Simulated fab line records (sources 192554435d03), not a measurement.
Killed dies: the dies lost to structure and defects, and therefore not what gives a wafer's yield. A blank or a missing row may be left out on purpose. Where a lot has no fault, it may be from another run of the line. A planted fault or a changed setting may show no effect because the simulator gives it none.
fab line records	flow n5_finfet
record lots=5	wafers=13	last_day=19
route steps=1938 shown BEOL_M4@1099 BEOL_M5@1112 BEOL_M7@1302 PASSIVATION@1936
lots untouched by any fault: they come from a run of this same line in which no faults occurred
start_h: hours from the record's first day to the start of the lot's first wafer shown	wait_h: how many hours have passed since the lot's step before this one	" as in the row above	L1.1+2: a single row standing in for several wafers	- no value present, or no start provided	* or withheld: withheld	< > ~ a bound
route shown NAME@n: names a module that has steps shown in the file, with the first one's number in the route	usual: mean/standard deviation of fault-free wafers	same: alike in all rows	chamber/n: place in a boat	sites: readings site by site	_std_site: standard deviation of those values	_edge_site: outer sites' mean less inner sites'	radius_mm: how far each site lies from the wafer's centre	mask NAME#n: copy n	behind: the most recent tool/chamber to have shaped the wafer	hold: why the lot was held/for how many hours/how that ended	device: whichever transistor did not switch (one of n, p or np)	end of line: the route-end tests of the same wafers	for a step that has no rows: nothing shown but its recipe	killed: not the wafer's yield, but the dies lost to structure and defects at the first sort	map: a wafer's dies, marking killed ones x, the rest . and places with no die _
set.NAME: the setting as run; set.NAME@STEP: as run at that earlier step	model.NAME: the simulator's own value behind a step, which no gauge read
certain route steps with their lots: each step a table, each wafer a row
## steps
# step N5_BEOL_M4_ANNEAL_95
# recipe temp_c=400	time_s=240	ambient=vacuum
# step N5_BEOL_M4_SPUTTER_96
# recipe material=Cu	target_thk_a=45	temp_c=-20	chamber_pressure_pa=0.07	power_w=withheld	time_s=8.29
# step N5_BEOL_M4_ECD_50
# recipe material=Cu	target_thk_a=3000
# step N5_BEOL_M4_ANNEAL_51
# recipe temp_c=225	time_s=90	ambient=N2
# step N5_BEOL_M4_CMP_52
# recipe stop_on=SiOC	t_overpolish_s=6.8	down_force_psi=1	platen_rpm=50	clearing_platen_down_force_psi=1.5	clearing_platen_rpm=50	post_cmp_clean=cu_alkaline	target_thk_nm=40	clearing_platen_pad_velocity_m_s=0.99484	pad_velocity_m_s=0.99484
# step N5_BEOL_M4_PRE_CLEAN_60
# recipe gas=NH3/H2	time_s=15	temp_c=*	rf_power_w=300
# step N5_BEOL_M4_CO_CAP_55
# recipe material=Co	target_thk_a=20	temp_c=200	precursor=CCTBA/H2	pressure_torr=30	time_s=102.1
# step N5_BEOL_M4_PRE_CLEAN_56
# recipe gas=NH3	time_s=15	temp_c=withheld	rf_power_w=300
# step N5_BEOL_M4_DEP_57
# recipe material=SiCN	target_thk_a=80	temp_c=withheld	precursor=3MS/NH3	pressure_torr=3	rf_w=202	time_s=14
# step N5_BEOL_M4_RC_MEAS_101
# usual DIBL_N=36.6/1.9	DIBL_P=36.7/2.2	IOFF_N=0.16/0.035	IOFF_P=0.22/0.038	ION_N=672/14	ION_P=462/8.3	SS_N=71.6/0.65	SS_P=73.5/0.72	VT_N=250/3.5	VT_P=-250/3.1
lot.wafer	tool	chamber	start_h	wait_h	DIBL_N[mV/V]	DIBL_P[mV/V]	IOFF_N[nA/um]	IOFF_P[nA/um]	ION_N[uA/um]	ION_P[uA/um]	SS_N[mV/dec]	SS_P[mV/dec]	VT_N[mV]	VT_P[mV]
L516.1	prober-02	0	249.12	0.0	35.6	36.2	0.14	0.20	654	455	71.2	72.7	252	-253
L516.5	"	0	"	"	36.5	36.0	0.14	0.19	669	463	71.6	72.9	252	-251
L516.6	"	0	"	"	35.6	35.9	0.13	0.19	660	450	71.8	73.9	254	-251
L518.1	prober-01	0	254.48	0.0	36.8	38.6	0.19	0.23	663	457	72.4	73.6	249	-250
L518.2	"	0	"	"	35.0	37.0	0.15	0.21	673	464	71.7	73.5	252	-251
L518.3	"	0	"	"	35.1	37.3	0.15	0.22	659	455	71.3	73.4	253	-251
L517.2	prober-02	0	257.43	0.2	35.7	35.1	0.15	0.19	672	456	71.8	73.1	254	-252
L517.6	"	0	"	"	35.8	34.9	0.16	0.19	674	458	72.3	73.1	254	-254
L519.1	prober-01	0	257.52	0.0	36.8	34.5	0.15	0.22	672	464	71.9	73.1	252	-247
L519.4	"	0	"	"	37.9	35.3	0.16	0.23	656	454	71.9	73.7	251	-247
L529.1	prober-02	0	319.66	0.0	36.6	36.0	0.16	0.23	682	472	71.7	72.4	248	-246
L529.4	"	0	"	"	36.7	35.6	0.17	0.23	688	464	71.3	73.1	247	-248
L529.5	"	0	"	"	37.7	38.1	0.19	0.28	692	478	71.9	73.1	246	-244
# step N5_BEOL_M5_ILD_DEP_00
# recipe material=SiCOH_lowk	target_thk_a=1406.4	temp_c=300	precursor=DEMS/porogen	pressure_torr=5	rf_w=500	time_s=25.9
# step N5_BEOL_M5_CURE_79
# recipe temp_c=385	time_s=240	ambient=He/Ar	material=SiCOH_lowk
# step N5_BEOL_M5_PECVD_70
# recipe material=SiO2	target_thk_a=160	temp_c=400	precursor=TEOS/O2	pressure_torr=5.5	rf_w=450	teos_flow_sccm=53.8	gas=O2	flow_sccm=3000	time_s=18
# step N5_BEOL_M5_HM_DEP_02
# recipe material=TiN	target_thk_a=200	temp_c=25	chamber_pressure_pa=0.49996
# step N5_BEOL_M5_COAT_59
# recipe resist=SOC	temp_c=250	time_s=60	spin_rpm=1500	resist_thk_nm=60
# step N5_BEOL_M5_COAT_60
# recipe resist=SiARC	temp_c=220	time_s=60	spin_rpm=1500	resist_thk_nm=12
# step N5_BEOL_M5_COAT_71
# recipe resist=underlayer	temp_c=205	time_s=60	spin_rpm=1500	resist_thk_nm=5
# step N5_BEOL_M5_COAT_05
# recipe resist=CAR-EUV	spin_rpm=1500	resist_thk_nm=30
# step N5_BEOL_M5_EBR_07
# recipe solvent=PGMEA	ebr_width_mm=1.5
# step N5_BEOL_M5_SOFTBAKE_06
# recipe temp_c=110	time_s=60	resist=CAR-EUV
# step N5_BEOL_M5_EXPOSE_08
# recipe mask_id=M5	na=0.33	source_shape=annular	sigma_inner=0.4	sigma_outer=0.8	polarization=unpolarized	target_cd_nm=28	dose_mj=35.75
# step N5_BEOL_M5_PEB_09
# recipe peb_temp_c=100	peb_time_s=60	resist=CAR-EUV
# step N5_BEOL_M5_DEVELOP_10
# recipe develop_time_s=30	developer=TMAH	resist=CAR-EUV	rinse_liquid=surfactant_rinse	dry=air_spin	dev_temp_c=23
# step N5_BEOL_M5_DESCUM_16
# recipe chemistry=O2	time_s=7	source_power_w=50	bias_power_w=20	pressure_mtorr=20	rf_frequency_hz=2.712e+07	temp_c=40	resist=CAR-EUV	o2_flow_sccm=225
# step N5_BEOL_M5_ETCH_72
# recipe chemistry=N2/H2	target=underlayer	target_depth_a=65	mask_material=CAR-EUV	time_s=5.2	ion_energy_ev=200	pressure_mtorr=30	source_w=840	bias_w=150	n2_flow_sccm=200	h2_flow_sccm=200	ends=cleared
# step N5_BEOL_M5_ETCH_61
# recipe chemistry=CF4	target=SiARC	target_depth_a=156	mask_material=CAR-EUV	time_s=26	ion_energy_ev=80	pressure_mtorr=40	source_w=545	bias_w=36	Ar_flow_sccm=100	cf4_flow_sccm=100	ends=cleared
# step N5_BEOL_M5_ETCH_62
# recipe chemistry=N2/H2	target=SOC	target_depth_a=750	overetch_a=150	mask_material=SiARC	temp_c=40	time_s=112.5	ion_energy_ev=200	pressure_mtorr=30	source_w=840	bias_w=150	n2_flow_sccm=200	h2_flow_sccm=200
# step N5_BEOL_M5_STRIP_63
# recipe chemistry=N2/H2	temp_c=40	n2_flow_sccm=200	h2_flow_sccm=200	rf_frequency_hz=6e+07
# step N5_BEOL_M5_STRIP_73
# recipe chemistry=N2/H2	temp_c=40	n2_flow_sccm=200	h2_flow_sccm=200	rf_frequency_hz=6e+07
# step N5_BEOL_M5_STRIP_64
# recipe chemistry=CF4	resist=SiARC	power_w=300	bias_power_w=75	pressure_mtorr=50	cf4_flow_sccm=150	rf_frequency_hz=6e+07
# step N5_BEOL_M5_HM_OPEN_17
# recipe chemistry=Cl2/BCl3	target_depth_a=200	overetch_a=60	target=TiN	mask_material=SOC	ion_energy_ev=150	pressure_mtorr=10	icp_w=1000	bias_w=126	Cl2_flow_sccm=53.25	bcl3_flow_sccm=21.75	Ar_flow_sccm=25
# step N5_BEOL_M5_STRIP_19
# recipe chemistry=O2	power_w=400	temp_c=40	pressure_mtorr=30	rf_frequency_hz=6e+07	bias_power_w=0	overash_fraction=0.2	o2_flow_sccm=225
# step N5_BEOL_M5_COAT_65
# recipe resist=SOC	temp_c=250	time_s=60	spin_rpm=1500	resist_thk_nm=60
# step N5_BEOL_M5_COAT_66
# recipe resist=SiARC	temp_c=220	time_s=60	spin_rpm=1500	resist_thk_nm=12
# step N5_BEOL_M7_ETCH_66
# recipe chemistry=N2/H2	target=SOC	target_depth_a=800	overetch_a=160	mask_material=SiARC	temp_c=40	time_s=120	ion_energy_ev=200	pressure_mtorr=30	source_w=840	bias_w=150	n2_flow_sccm=200	h2_flow_sccm=200
# usual bias_w=150.1/0.45	drypump_motor_current_A=5.6/0.54	oes_product_au=0.59/0.046	rf_vpp_V=523.6/2.3	showerhead_plenum_p_Torr=2.54/0.077	throttle_valve_pct=17.84/0.23
lot.wafer	tool	chamber	start_h	wait_h	bias_w	drypump_motor_current_A	oes_product_au	rf_hours_counter_h	rf_vpp_V	showerhead_plenum_p_Torr	throttle_valve_pct	model.etch.depth_nm	model.SiARC_of_BEOL_M7_COAT_64.thk_nm	model.BEOL_M7.cd_nm
L516.1	rie_diel-01	2	277.10	0.0	150.1	5.9	0.58	129	527.4	2.65	17.79	59.62	6.4	40
L516.5	"	2	"	"	150.6	5.9	0.58	-	526.7	2.65	17.78	59.68	6.6	40.2
L516.6	"	1	"	"	149.7	5.8	0.52	-	521.5	2.42	18.05	59.78	6.2	40
L518.1	rie_diel-01	3	279.82	0.0	149.7	6.3	0.63	69	519.4	2.46	17.38	57.68	8.6	38.8
L518.2	"	0	"	"	150.7	6.0	0.53	202	523.5	2.53	18.03	60.09	6.4	40
L518.3	"	1	"	"	150.0	5.8	0.54	219	518.8	2.42	18.05	60.09	6.2	40
L519.1	rie_diel-01	0	285.69	0.0	150.0	6.0	0.51	205	524.2	2.52	18.04	56.55	8.8	39.2
L519.4	"	1	"	"	150.2	5.8	0.53	222	520.5	2.42	18.07	59.9	6.2	40
L517.2	rie_diel-01	0	289.24	0.0	149.5	6.0	0.53	206	523.5	2.52	18.06	59.85	6.4	39.8
L517.6	"	2	"	"	150.3	5.9	0.56	-	526.1	2.65	17.80	55.8	8.8	38.6
L529.1	rie_diel-06	0	359.92	0.0	150.0	6.6	0.65	86	524.0	2.58	17.40	60.11	6.4	40.4
L529.4	"	1	"	"	150.0	5.2	0.63	67	526.0	2.58	18.03	60.04	6.2	40.4
L529.5	"	2	"	"	149.9	6.0	0.54	-	527.4	2.62	17.87	60.04	6.6	40
# step N5_BEOL_M7_VIA_ETCH_34
# recipe chemistry=C4F6/O2	target=SiCOH_lowk	target_depth_a=1255	mask_material=SOC	taper_deg=4	time_s=50.5	ion_energy_ev=250	pressure_mtorr=30	source_w=345	bias_w=185	Ar_flow_sccm=300	C4F6_flow_sccm=10	O2_flow_sccm=10
# usual bias_w=185.0/0.57	drypump_motor_current_A=5.6/0.54	oes_product_au=0.78/0.063	rf_vpp_V=669/9	showerhead_plenum_p_Torr=2.84/0.087	throttle_valve_pct=20.91/0.25
lot.wafer	tool	chamber	start_h	wait_h	bias_w	drypump_motor_current_A	oes_product_au	rf_hours_counter_h	rf_vpp_V	showerhead_plenum_p_Torr	throttle_valve_pct	model.BEOL_M7.cd_nm
L516.1	rie_diel-01	2	277.20	0.0	185.4	5.9	0.75	129	676	2.97	20.98	40
L516.5	"	2	"	"	184.8	5.9	0.75	-	674	2.97	20.96	40.4
L516.6	"	1	"	"	184.9	5.8	0.70	-	666	2.72	21.15	40
L518.1	rie_diel-01	3	279.92	0.0	184.3	6.3	0.84	69	669	2.76	20.52	38.8
L518.2	"	0	"	"	184.8	6.0	0.70	202	679	2.81	21.04	40
L518.3	"	1	"	"	185.8	5.8	0.70	219	666	2.72	21.14	39.8
L519.1	rie_diel-01	0	285.79	0.0	184.0	6.0	0.69	205	680	2.81	21.05	39
L519.4	"	1	"	"	184.4	5.8	0.70	222	664	2.72	21.16	40
L517.2	rie_diel-01	0	289.34	0.0	183.8	6.0	0.69	206	680	2.81	21.06	39.8
L517.6	"	2	"	"	185.4	5.9	0.75	-	676	2.97	20.98	38.6
L529.1	rie_diel-06	0	360.02	0.0	184.4	6.6	0.84	86	663	2.87	20.34	40.4
L529.4	"	1	"	"	185.1	5.2	0.84	67	653	2.91	21.19	40.4
L529.5	"	2	"	"	184.6	6.0	0.70	-	676	2.96	21.05	40.2
# step N5_PASSIVATION_PROBE_49
# usual defect_limited_yield=91.6/1.4	killed_at_M0_to_M3=35/10	killed_at_M4_up=13/4.8	killed_at_contacts=12/7.2	killed_at_front_end=36/12	killed_at_other=4/3.1	killed_dies=100/17	killed_on_rim=13/4.2	killed_open=66/13	killed_short=32/7.3	sort_bin_5_function=5.0/0.94	sort_bin_6_memory=3.1/0.67	sort_n_pass=1080/17	sort_yield_pct=91.6/1.4
# same gross_dies=1180	killed_at_back_side=0	sort_bin_4_leakage[%]=0	sort_bin_8_speed[%]=0
lot.wafer	tool	chamber	start_h	wait_h	defect_limited_yield[%]	killed_at_M0_to_M3	killed_at_M4_up	killed_at_contacts	killed_at_front_end	killed_at_other	killed_dies	killed_on_rim	killed_open	killed_short	sort_bin_5_function[%]	sort_bin_6_memory[%]	sort_n_pass	sort_yield_pct[%]
L516.1	prober-02	-	375.70	0.0	93.6	26	16	8	23	2	75	8	46	27	3.6	2.3	1105	93.6
L516.5	prober-02	-	375.90	0.2	94.3	28	11	8	20	0	67	8	43	24	3.4	1.9	1113	94.3
L516.6	prober-02	-	375.95	0.3	93.2	35	6	4	34	1	80	15	53	21	4.1	1.6	1100	93.2
L518.1	prober-02	-	376.75	0.0	82.4	40	122	12	29	5	208	51	62	33	14.4	3.1	972	82.4
L518.2	prober-02	-	376.80	0.1	90.8	29	9	15	43	13	109	19	79	30	5.3	3.7	1071	90.8
L518.3	prober-02	-	376.85	0.1	91.4	26	17	5	44	10	102	11	54	47	5.0	3.1	1078	91.4
L519.1	prober-02	-	377.05	0.3	67.5	40	291	14	35	4	384	137	59	39	29.2	3.1	796	67.5
L517.2	prober-01	-	389.65	0.1	90.7	26	16	9	55	4	110	18	56	51	5.3	3.4	1070	90.7
L517.6	prober-01	-	389.85	0.3	65.6	23	338	14	31	0	406	46	53	30	31.3	3.0	774	65.6
# killed by level:class
L516.1 BEOL_M2:geometric_particle:open=12 BEOL_M4:geometric_particle:open=6 MOL_CONTACT_COAG:geometric_particle:open=6 BEOL_M4:geometric_particle:short=5 BEOL_M3:geometric_particle:open=4 STARTING-WAFER:geometric_particle:short=4 FIN_SAQP:geometric_particle:short=3 GATE_CUT:geometric_particle:short=3
L516.5 BEOL_M0_SAQP:geometric_particle:open=7 MOL_CONTACT_COAG:geometric_particle:open=6 BEOL_M1:geometric_particle:open=6 BEOL_M0_SAQP:geometric_particle:short=5 BEOL_M4:geometric_particle:open=4 STARTING-WAFER:geometric_particle:short=4 FIN_SAQP:geometric_particle:open=3 DUMMY_GATE:geometric_particle:open=3
L516.6 BEOL_M2:geometric_particle:open=11 STI_FIN_REVEAL:geometric_particle:open=10 BEOL_M3:geometric_particle:open=9 BEOL_M0_SAQP:geometric_particle:short=6 HKMG_FIN:area_etch=6 STARTING-WAFER:geometric_particle:open=4 FIN_SAQP:geometric_particle:open=3 STI_FIN_REVEAL:geometric_particle:short=3
L518.1 BEOL_M7:area_etch=113 MOL_CONTACT_COAG:geometric_particle:open=9 BEOL_M0_SAQP:geometric_particle:open=8 BEOL_M3:geometric_particle:open=8 BEOL_M0_SAQP:geometric_particle:short=8 BEOL_M0:geometric_particle:open=7 FIN_SAQP:geometric_particle:open=5 STARTING-WAFER:geometric_particle:short=5
L518.2 FIN_SAQP:geometric_particle:open=18 MOL_CONTACT_COAG:geometric_particle:open=14 STI_FIN_REVEAL:geometric_particle:open=6 BEOL_M0_SAQP:geometric_particle:open=6 MIM_TOP_ETCH:geometric_particle:open=6 BEOL_M1:geometric_particle:open=5 MIM_TOP_ETCH:geometric_particle:short=5 FIN_SAQP:geometric_particle:short=4
L518.3 BEOL_M0_SAQP:geometric_particle:short=13 STI_FIN_REVEAL:geometric_particle:open=10 BEOL_M0_SAQP:geometric_particle:open=6 BEOL_M4:geometric_particle:open=6 GATE_CUT:geometric_particle:short=5 ILD0:geometric_particle:short=4 BEOL_M4:geometric_particle:short=4 FIN_SAQP:geometric_particle:short=3
L519.1 BEOL_M7:area_etch=286 MOL_CONTACT_COAG:geometric_particle:open=12 FIN_SAQP:geometric_particle:short=11 BEOL_M3:geometric_particle:open=9 BEOL_M0_SAQP:geometric_particle:open=8 BEOL_M0_SAQP:geometric_particle:short=7 FIN_SAQP:geometric_particle:open=6 BEOL_M3:geometric_particle:short=5
L517.2 FIN_SAQP:geometric_particle:short=28 FIN_SAQP:geometric_particle:open=11 BEOL_M0_SAQP:geometric_particle:short=9 MOL_CONTACT_COAG:geometric_particle:open=8 BEOL_M4:geometric_particle:open=7 STI_FIN_REVEAL:geometric_particle:open=6 BEOL_M1:geometric_particle:open=6 BEOL_M7:geometric_particle:open=5
L517.6 BEOL_M7:area_etch=323 MOL_CONTACT_COAG:geometric_particle:open=9 BEOL_M4:geometric_particle:open=7 BEOL_M0_SAQP:geometric_particle:open=6 BEOL_M0_SAQP:geometric_particle:short=6 STARTING-WAFER:geometric_particle:open=6 FIN_SAQP:geometric_particle:short=5 STI_FIN_REVEAL:geometric_particle:open=5
# map L517.6 (x killed, . not)
_________________x....xx.....________________
______________.x.x.x............_____________
___________.x.x.......x.....x......__________
__________....xxxxx..xx.....x.xx.xx._________
________.....x................xxxxx..._______
_______....x.x.........xxx..xxxxx..x...______
______....x....x....x...xx.xx.xxxxx.x..x_____
_____..xxx.x..xxx.........x.xxxx........x____
____..xxxx..................xxxx....x.x...___
___...xxx..x..xx.....xx.xx...xxx....x....x.__
___......xx...........xx.xxx..x...x.x.x.xxx__
__.......x.x.........xxx..x........x.xx.xxxx_
__x.......xx.....x..x...xx..x....x.x.x..xxxx_
_....x....x.........xxxxx.x...x.x...xx.xxx.x.
_..x...................xxxxx.....x...xx.x...x
_......x.......x.x......xx.x.xx.xx...xxxxx.x.
_..............xxx.x...xxxxx.x.xx...xxx..xx..
_.x..................xx.xxx..xx.x.....x...xxx
_..................xx..xxxxx.......xx.xxxxxxx
_.......x.........x.x.xxxxxx..x.xx.xxx..x.xxx
_.x.....xx......xxx...x.xxxxx..x.xxxx.x..xxx.
__x..x..x...x......xxxxx.xx.x.xx.x.xx..x.xx._
__..xx.....x....xxx.x...xx.xxxx..xxx.xx.xx.x_
___........x...x......xx.xx.x.x...xxx..xx.x__
___x............x.......x..xxxx.x.xx.x..x..__
____.x.........x.......x....x.xxx.....x.xx___
_____..x...........x..x.....xx......x...x____
______...xx........x....x....x.x..xx.xxx_____
_______x....x...xx..x..x.......x..xxx.x______
________...x......xx.x..x..x.xx.x.xxx._______
__________x.xxxx...x.....xx..xx.xxxx_________
___________............x..x......xx__________
______________.....xx....x.x..x._____________
_________________........xx.x________________
# map L518.1 (x killed, . not)
_________________.x.....x.xx.________________
______________x....x......x....x_____________
___________xxxx....xx.x...xx..x....__________
__________xxxxxx.............x......_________
________xxxx.xx..........x...x......x._______
_______x.x.x.x.....x.......x.x.......x.______
______....xx.x....x...........x.x......._____
_____...................................x____
____x...x......x..x...x.............x.....___
___x.xxx.x.......x...............x.........__
___.x....................x......x.......x..__
__.x..........xx............................_
__...........x.x.....x.x.x.....x.....x......_
_..........x..........................x......
_...............x.....x....x..........x...x.x
_........x...x............x......x...........
_......x....x........x......x......x.........
_........x..................x.............x..
_........x.............................x..x..
_.....x............................x......xx.
_....xx..................x......x.xx.....xxx.
__...x...............x..x....x.............._
__...x.......x....x..x.................x.x.._
___x.............x..x................x.xx.x__
___.x.........x.................x..........__
____x.....................xx....xx........___
_____..x.....xxx...........x..........x..____
______x..xx...x......x.x.xx.x.x......x.x_____
_______.x...x.x..x......x.x...x...x..x.______
________..x.x.x..........x..x.....x.x._______
__________......x.x.xx.xxxxx.xxxxxxx_________
___________..x....x..........x.xx.x__________
______________..xx.....x.xxxxxxx_____________
_________________x..x.x.x..x.________________
## key
first_sign step=N5_PASSIVATION_PROBE_49	reading=killed_at_M4_up	direction=up	sigmas=50	usual=13	struck=250
effect step=N5_PASSIVATION_PROBE_49	reading=sort_bin_5_function	direction=up	sigmas=21	usual=5.0	struck=25.0
model_effect step=N5_BEOL_M7_ETCH_66	value=etch.depth_nm	without=59.88	struck=56.68
model_effect step=N5_BEOL_M7_VIA_ETCH_34	value=BEOL_M7.cd_nm	without=39.73	struck=38.8
more_kills_born_at N5_BEOL_M7_ETCH_66@rie_diel-01=722
met_at N5_BEOL_M7_ETCH_66
struck_wafers L517.6,L518.1,L519.1
onset_between 277.10 279.82
fault kind=process_parameter_drift	tool=rie_diel-01	chamber=-	onset_h=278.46	steps=N5_BEOL_M7_ETCH_66	channel=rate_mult	offset=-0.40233	shape=step	end_h=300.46	scope=struck_wafers_only
